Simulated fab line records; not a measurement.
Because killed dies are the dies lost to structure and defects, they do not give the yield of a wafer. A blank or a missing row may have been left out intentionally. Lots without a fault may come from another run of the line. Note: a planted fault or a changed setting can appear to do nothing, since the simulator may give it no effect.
2 desks, one fault -- flow n5Finfet -- each desk holds nothing but its own numbers, with what lay behind them at the end

== AT THE METROLOGY DESK ==
Lot by lot, what the gauges showed, no matter which tool ran the lot: averages of those sampled wafers that carry a number. A lot is out of limits, marked OUT, if its mean lies more than 4 standard deviations from the usual mean; the brackets give that distance. Shown here are 7 of its 11 readings, the ones lying furthest out on some lot.
Columns: A = DIBL_N at N5_BEOL_M4_RC_MEAS_101, usual 36.3 mV/V; B = IOFF_N at N5_BEOL_M4_RC_MEAS_101, usual 0.160 nA/um; C = IOFF_P at N5_BEOL_M4_RC_MEAS_101, usual 0.211 nA/um; D = ION_N at N5_BEOL_M4_RC_MEAS_101, usual 676 uA/um; E = ION_P at N5_BEOL_M4_RC_MEAS_101, usual 463 uA/um; F = SS_P at N5_BEOL_M4_RC_MEAS_101, usual 73.3 mV/dec; G = VT_P at N5_BEOL_M4_RC_MEAS_101, usual -250.1 mV
lot,first seen here,A,B,C,D,E,F,G
L423,day 4 13:09,35.3,0.154,0.199,674,460,72.7,-250.3
L427,day 5 12:10,38.2,0.148,0.221,672,466,73.4,-250.3
L428,day 5 19:31,36.5,0.146,0.198,672,466,73.0,-249.6
L433,day 7 04:41,36.7,0.157,0.184,668,454,73.4,-253.4
L436,day 7 17:25,37.7,0.181,0.265,687,473,73.7,-245.0
L438,day 8 05:46,35.7,0.158,0.194,678,464,73.0,-251.3
L441,day 9 02:14,35.0,0.134,0.188,675,463,72.3,-250.7
L443,day 9 17:01,36.7,0.177,0.235,683,469,73.9,-248.5
L444,day 9 17:13,36.3,0.146,0.210,669,459,73.8,-250.1
This desk found nothing out of limits on any of the 9 lots.

== TOOL OWNER'S DESK, lithoTrack-02 ==
The tool's own readings at N5_HKMG_FIN_COAT_29 (time 60 s, resist thk 300 nm): means of the sampled wafers that have a number, for each lot that ran on this tool. A lot is out of limits, marked OUT, if its mean lies more than 4 standard deviations from the usual mean; the brackets give that distance.
Columns: A = heaterPowerTotalW at N5_HKMG_FIN_COAT_29, usual 500.3 W; B = spinSpeedRpm at N5_HKMG_FIN_COAT_29, usual 1500.2 rpm
lot,first seen here,A,B
L423,day 4 16:14,501.6,1502.1
L427,day 5 15:26,501.0,1500.7
L433,day 7 07:47,499.2,1372.0 (-99 or more) OUT
L436,day 7 20:26,501.0,1370.3 (-99 or more) OUT
Finding of this desk: L433, L436 out of limits; the first was L433 at day 7 07:47, on spinSpeedRpm at N5_HKMG_FIN_COAT_29. L423, L427 stayed within limits.

== ALL TOGETHER ==
The tool owner's desk could have raised an alarm at day 7 07:47, on L433, L436.
Metrology desk: nothing out of limits seen.
The metrology desk has L433, L436 on record, within its limits.
The lots listed all ran N5_HKMG_FIN_COAT_29 on lithoTrack-02.

== WHAT WAS PUT IN BY THE SIMULATOR ==
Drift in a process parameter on lithoTrack-02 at N5_HKMG_FIN_COAT_29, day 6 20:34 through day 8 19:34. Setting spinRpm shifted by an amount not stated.
Struck lots among those shown: L433, L436.
Each desk's first reading out of limits, in hours after the fault started: the tool owner's desk, 11.
